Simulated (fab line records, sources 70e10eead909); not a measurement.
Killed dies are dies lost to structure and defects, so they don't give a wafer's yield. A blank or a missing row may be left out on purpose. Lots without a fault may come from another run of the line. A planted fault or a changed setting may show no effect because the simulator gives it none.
fab line records | flow nand_harc
record lots=11 wafers=33 last_day=33
route steps=1302 shown P_CONTACT@238 P_M0@261
lots that met no fault: from a run of the same line without faults
start_h: hours from the record's first day to the start of the lot's first wafer shown | wait_h: hours since the lot's step before | " the same as in the row above | L1.1+2: a row that stands for several wafers | - no value, or no start given | * or withheld: withheld | < > ~ a bound
route shown NAME@n: a module of which the file shows steps, and the number in the route of the first | usual: mean/standard deviation of fault-free wafers | same: alike in all rows | chamber/n: place in a boat | sites: the reading at each site | _std_site: their standard deviation | _edge_site: outer sites' mean less inner sites' | radius_mm: how far each site lies from the wafer's centre | mask NAME#n: copy n | behind: the tool/chamber that last shaped the wafer | hold: why the lot was held/for how many hours/how that ended | device: the transistor (n, p or np) that didn't switch | end of line: the same wafers' tests at the end of the route | a step without rows: its recipe alone | killed: dies lost to structure and defects at the first sort, not the wafer's yield | map: a wafer's dies, x killed, . not, _ none there
set.NAME: the setting as run; set.NAME@STEP: as run at that earlier step | model.NAME: the simulator's own value behind a step, which no gauge read
steps of the route over a sample of lots; a table a step, a row a wafer
services: from which hour (start_h, from the record's first day; less than 0 if before it) a tool's chamber was out of use, for how many hours, and why
## steps
# step NHARC_P_CONTACT_ETCH_18
# recipe target_depth_a=4810 time_s=240.5 c4f8_flow_sccm=20 o2_flow_sccm=10 ar_flow_sccm=withheld rf_w=600 bias_w=1500 chemistry=C4F8/O2/Ar
# usual oes_product_au=0.957/0.021 rf_vpp_V=980/5.5
# columns lot.wafer tool chamber start_h wait_h oes_product_au rf_hours_counter_h rf_vpp_V
L601.2 rie_diel-12 0 - - 0.966 1.0 981
L601.1 " 1 " " 0.973 1.0 983
L601.6 " 0 " " 0.953 - 982
L603.4 rie_diel-05 0 - - 0.931 3.0 987
L603.3 " 1 " " 0.932 1.8 976
L603.5 " 0 " " 0.927 - 987
L605.2 rie_diel-11 1 - - 0.957 5.0 983
L605.3 " 2 " " 0.985 6.1 987
L605.1 " 3 " " 0.990 5.3 979
L606.3 rie_diel-05 1 - - 0.931 2.5 979
L606.1 " 0 " " 0.934 3.5 987
L606.5 " 2 " " 0.932 - 974
L608.3 rie_diel-05 0 - - 0.936 4.3 988
L608.4 " 3 " " 0.921 - 969
L608.6 " 0 " " 0.949 - 988
L611.2 rie_diel-11 2 - - 0.942 9.7 989
L611.1 " 3 " " 0.943 9.1 979
L611.4 " 0 " " 0.944 8.8 985
L612.3 rie_diel-12 1 - - 0.986 4.1 984
L612.5 " 1 " " 0.983 - 983
L612.6 " 2 " " 0.980 - 974
L616.2 rie_diel-05 3 - - 0.971 1.4 968
L616.4 " 0 " " 0.982 1.5 987
L616.1 " 1 " " 0.958 1.7 978
L620.4 rie_diel-12 0 - - 0.944 1.3 978
L620.1 " 3 " " 0.957 1.2 974
L620.6 " 0 " " 0.952 - 980
L621.2 rie_diel-11 2 - - 0.931 5.2 987
L621.6 " 3 " " 0.920 - 978
L621.5 " 0 " " 0.929 - 983
L622.2 rie_diel-12 2 - - 0.964 1.9 974
L622.3 " 0 " " 0.980 1.9 980
L622.5 " 1 " " 0.944 - 984
# step NHARC_P_CONTACT_DEGAS_38
# recipe temp_c=300 time_s=60
# usual heater_power_w=453/57
# columns lot.wafer tool chamber start_h wait_h heater_power_w
L601.1 pvd_sputter-01 - 143.02 - 478
L601.2 " - " " 359
L601.6 " - " " 486
L603.3 pvd_sputter-03 - 164.39 - 426
L603.4 " - " " 438
L603.5 " - " " 501
L605.2 pvd_sputter-02 - 174.30 - 449
L605.3 " - " " 486
L605.1 " - " " 509
L606.1 pvd_sputter-01 - 185.28 - 486
L606.3 " - " " 511
L606.5 " - " " 479
L608.3 pvd_sputter-02 - 213.46 - 510
L608.4 " - " " 501
L608.6 " - " " 439
L611.1 pvd_sputter-01 - 236.61 - 497
L611.4 " - " " 393
L611.2 " - " " 332
L612.3 pvd_sputter-03 - 247.08 - 473
L612.6 " - " " 431
L612.5 " - " " 466
L616.2 pvd_sputter-01 - 285.55 - 488
L616.4 " - " " 514
L616.1 " - " " 351
L620.4 pvd_sputter-01 - 333.04 - 338
L620.1 " - " " 505
L620.6 " - " " 502
L621.2 pvd_sputter-02 - 341.66 - 540
L621.6 " - " " 487
L621.5 " - " " 529
L622.2 pvd_sputter-03 - 345.17 - 472
L622.3 " - " " 489
L622.5 " - " " 522
# step NHARC_P_M0_PEB_07
# recipe peb_temp_c=100 peb_time_s=65
# usual heater_power_total_W=156.6/0.41
# columns lot.wafer tool chamber start_h wait_h heater_power_total_W
L601.1 litho_track-04 0 145.34 0.1 156.0
L601.2 " 0 " " 157.1
L601.6 " 0 " " 156.0
L603.3 litho_track-04 0 166.72 0.0 156.9
L603.4 " 0 " " 157.0
L603.5 " 0 " " 156.4
L605.1 litho_track-01 0 176.63 0.1 156.6
L605.2 " 0 " " 156.6
L605.3 " 0 " " 156.2
L606.1 litho_track-04 0 187.59 0.1 157.1
L606.3 " 0 " " 156.3
L606.5 " 0 " " 156.5
L608.3 litho_track-01 0 215.65 0.0 156.0
L608.4 " 0 " " 156.1
L608.6 " 0 " " 156.6
L611.1 litho_track-01 0 239.02 0.1 156.2
L611.2 " 0 " " 156.7
L611.4 " 0 " " 156.0
L612.3 litho_track-01 0 249.39 0.0 156.6
L612.5 " 0 " " 155.9
L612.6 " 0 " " 156.3
L616.1 litho_track-01 0 287.88 0.1 156.6
L616.2 " 0 " " 156.9
L616.4 " 0 " " 157.1
L620.1 litho_track-04 0 335.37 0.1 156.0
L620.4 " 0 " " 156.9
L620.6 " 0 " " 157.0
L621.2 litho_track-06 0 343.96 0.1 156.1
L621.5 " 0 " " 156.7
L621.6 " 0 " " 157.2
L622.2 litho_track-04 0 347.47 0.1 156.9
L622.3 " 0 " " 156.7
L622.5 " 0 " " 156.9
# step NHARC_P_M0_CD_MEAS_09
# recipe target_cd_nm=90 landing_energy_ev=500
# usual cd_nm=89.9/0.69
# columns lot.wafer tool chamber start_h wait_h cd_nm
L601.1 cd_sem-03 0 145.42 - 89.2
L601.2 " 0 " " 88.9
L601.6 " 0 " " 90.2
L603.3 cd_sem-02 0 166.80 - 88.5
L603.4 " 0 " " 89.0
L603.5 " 0 " " 89.7
L605.1 cd_sem-02 0 176.70 - 90.4
L605.2 " 0 " " 90.5
L605.3 " 0 " " 90.0
L606.1 cd_sem-02 0 187.67 - 90.6
L606.3 " 0 " " 90.4
L606.5 " 0 " " 89.1
L608.3 cd_sem-03 0 215.74 - 90.3
L608.4 " 0 " " 91.0
L608.6 " 0 " " 91.8
L611.1 cd_sem-03 0 239.10 - 90.9
L611.2 " 0 " " 91.1
L611.4 " 0 " " 90.6
L612.3 cd_sem-03 0 249.47 - 94.6
L612.5 " 0 " " 95.5
L612.6 " 0 " " 95.0
L616.1 cd_sem-03 0 287.96 - 95.1
L616.2 " 0 " " 94.7
L616.4 " 0 " " 94.3
L620.1 cd_sem-03 0 335.45 - 89.0
L620.4 " 0 " " 89.8
L620.6 " 0 " " 89.2
L621.2 cd_sem-03 0 344.04 - 89.0
L621.5 " 0 " " 89.0
L621.6 " 0 " " 88.7
L622.2 cd_sem-02 0 347.55 - 89.1
L622.3 " 0 " " 89.2
L622.5 " 0 " " 90.4
# step NHARC_P_M0_DESCUM_14
# recipe time_s=3 o2_flow_sccm=200 ar_flow_sccm=0 bias_power_w=0 chemistry=O2
# usual drypump_motor_current_A=5.8/0.33 mfc_ar_sccm=0.009/0.015 oes_product_au=1.002/0.0098 rf_vpp_V=57.6/0.87 showerhead_plenum_p_Torr=1.88/0.068 throttle_valve_pct=11.311/0.0099
# columns lot.wafer tool chamber start_h wait_h drypump_motor_current_A mfc_ar_sccm oes_product_au rf_hours_counter_h rf_vpp_V showerhead_plenum_p_Torr throttle_valve_pct
L601.1 rie_diel-10 0 145.62 0.1 5.6 0 0.998 14 57.6 1.83 11.328
L601.2 " 2 " " 5.9 0.041 1.007 13 57.9 1.79 11.310
L601.6 " 3 " " 5.8 0 1.015 - 55.5 1.84 11.316
L603.3 rie_diel-10 2 167.10 0.2 5.9 0.041 1.018 18 56.8 1.79 11.309
L603.4 " 0 " " 5.6 0 1.000 19 56.0 1.82 11.324
L603.5 " 1 " " 5.6 0 0.991 - 58.1 1.99 11.306
L605.3 rie_diel-10 2 176.89 0.1 5.9 0.041 1.012 21 57.4 1.79 11.304
L605.2 " 0 " " 5.6 0 0.996 21 58.3 1.82 11.298
L605.1 " 1 " " 5.6 0 0.995 20 58.1 1.99 11.303
L606.1 rie_diel-07 1 187.87 0.1 6.0 0.005 0.988 22 58.4 1.92 11.317
L606.3 " 2 " " 5.6 0.005 1.010 22 57.0 1.82 11.307
L606.5 " 0 " " 5.1 0 0.989 - 57.0 1.92 11.308
L608.3 rie_diel-10 0 215.92 0.1 5.6 0 0.990 26 56.8 1.82 11.320
L608.4 " 2 " " 5.9 0.041 1.018 25 56.0 1.79 11.276
L608.6 " 1 " " 5.6 0 0.997 - 58.3 1.99 11.308
L611.4 rie_diel-01 0 239.28 0.1 5.6 0 1.000 9 58.9 1.93 11.299
L611.1 " 2 " " 6.0 0.006 0.999 9 58.1 1.86 11.313
L611.2 " 3 " " 6.5 0.038 1.002 8 58.8 1.94 11.297
L612.3 rie_diel-07 1 249.67 0.1 6.0 0.005 0.972 45 57.4 1.91 11.334
L612.6 " 2 " " 5.7 0.005 0.996 - 56.5 1.81 11.310
L612.5 " 3 " " 5.8 0.011 0.996 - 58.3 2.00 11.320
L616.1 rie_diel-01 0 288.17 0.1 5.7 0 1.002 27 57.3 1.93 11.318
L616.2 " 1 " " 6.4 0 1.019 28 57.8 1.87 11.315
L616.4 " 2 " " 6.0 0.006 1.015 28 56.8 1.86 11.323
L620.4 rie_diel-10 3 335.66 0.1 5.8 0 1.001 14 58.0 1.83 11.305
L620.1 " 0 " " 5.6 0 0.990 15 57.5 1.82 11.318
L620.6 " 2 " " 5.9 0.041 0.990 - 57.6 1.78 11.305
L621.2 rie_diel-10 2 344.25 0.1 5.9 0.041 1.010 18 57.4 1.78 11.319
L621.6 " 3 " " 5.8 0 1.015 - 58.1 1.83 11.314
L621.5 " 0 " " 5.6 0 0.999 - 57.5 1.82 11.307
L622.3 rie_diel-01 2 347.75 0.1 6.0 0.006 1.014 47 56.7 1.85 11.316
L622.2 " 3 " " 6.5 0.038 1.008 44 58.7 1.92 11.305
L622.5 " 2 " " 6.0 0.006 1.017 - 57.3 1.85 11.326
## services
# columns tool chamber start_h hours kind
rie_diel-11 1 118.71 5.5 repair
pvd_sputter-03 - 126.10 9.1 repair
rie_diel-12 0 152.37 4.6 repair
litho_track-01 - 155.00 7.0 pm
pvd_sputter-03 - 155.52 1.9 repair
rie_diel-12 - 159.39 0.7 repair
rie_diel-05 0 164.07 18.3 repair
rie_diel-01 2 170.04 42.2 repair
pvd_sputter-03 - 170.09 10.0 pm
rie_diel-05 - 179.67 2.1 repair
litho_track-04 - 203.00 7.0 pm
rie_diel-01 - 206.83 9.0 pm
pvd_sputter-02 - 207.09 5.4 repair
rie_diel-05 1 208.56 4.9 repair
pvd_sputter-01 - 226.06 10.0 pm
rie_diel-05 - 229.60 9.0 pm
rie_diel-10 - 242.96 9.0 pm
rie_diel-11 - 255.50 9.0 pm
rie_diel-12 - 268.40 9.0 pm
rie_diel-10 3 269.00 6.4 repair
rie_diel-05 0 279.12 1.7 repair
litho_track-01 - 330.00 7.0 pm
rie_diel-05 0 334.94 2.3 repair
rie_diel-05 - 337.37 36.2 repair
## key
first_sign step=NHARC_P_M0_CD_MEAS_09 reading=cd_nm direction=up sigmas=7.2 usual=89.9 struck=94.9
effect none on later readings
met_at NHARC_P_M0_PEB_07
struck_lots L612,L616
not_acting_at NHARC_P_CONTACT_ETCH_18,NHARC_P_CONTACT_DEGAS_38,NHARC_P_M0_DESCUM_14
onset_between 239.02 249.39
fault kind=process_parameter_drift tool=litho_track-01 chamber=- onset_h=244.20 steps=NHARC_P_M0_PEB_07 channel=peb_time_s offset=* shape=step end_h=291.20 acts_in=* stated=*
